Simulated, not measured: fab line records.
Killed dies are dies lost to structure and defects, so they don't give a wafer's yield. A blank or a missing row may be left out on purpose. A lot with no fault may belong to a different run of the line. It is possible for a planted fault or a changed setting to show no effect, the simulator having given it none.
What tool caused it?    flow nand_harc    Sampling: 6 lots, 18 wafers, 2 of 1302 route steps

## WHAT EACH GAUGE READ, for each wafer
NHARC_P_GATE_CD_MEAS_91: target cd 2000 nm.
lot   measured      on         cd_nm (nm)
L984  day 6 12:43   cd_sem-01  1996.4 1997.4 1997.7
L987  day 7 20:12   cd_sem-01  2001.1 1997.9 2000.6
L994  day 10 13:12  cd_sem-02  1992.5 1997.3 1997.3
L998  day 12 13:08  cd_sem-01  2000.0 2002.2 1999.2
L102  day 14 07:53  cd_sem-03  2003.4 1999.2 2000.1
L104  day 14 19:20  cd_sem-02  1999.4 1999.3 1998.7

## WHICH TOOL RAN EACH LOT (tool, then ch and the chambers of the sampled wafers, then the start)
lot   NHARC_P_GATE_ALD_36
L984  ald_sin-01 ch 1,2,3, day 6 00:53
L987  ald_sin-01 ch 0,2,3, day 7 07:25
L994  ald_sin-02 ch 0,1, day 9 23:19
L998  ald_sin-03 ch 1,2,3, day 12 00:29
L102  ald_sin-01 ch 1,2,3, day 13 18:07
L104  ald_sin-03 ch 0,2,3, day 14 05:17
- NHARC_P_GATE_ALD_36: deposits SiNx, target thk 20 nm, pulse time 60 s, ald cycles 223.

## THE ANSWER, worked out from the rows above alone
Rule: the usual values come from the lots themselves. The widest of any qualifying gaps counts: lots, ordered by their means at a reading, are off when they make up no more than a third of the lots, leave a main group of 4 or more, and stand apart from it by 3 or more times the standard deviation of that group's means. A main group is skipped when, at the precision printed for the reading in the tables above, its means are all equal. Also off: a lot with no number at a reading for which 4 or more lots have one. The other lots that the step has rows for count as sound.
Across all readings shown, no lot is off: no conclusion can be drawn from this.

## WHAT THE SIMULATOR HAD INSERTED
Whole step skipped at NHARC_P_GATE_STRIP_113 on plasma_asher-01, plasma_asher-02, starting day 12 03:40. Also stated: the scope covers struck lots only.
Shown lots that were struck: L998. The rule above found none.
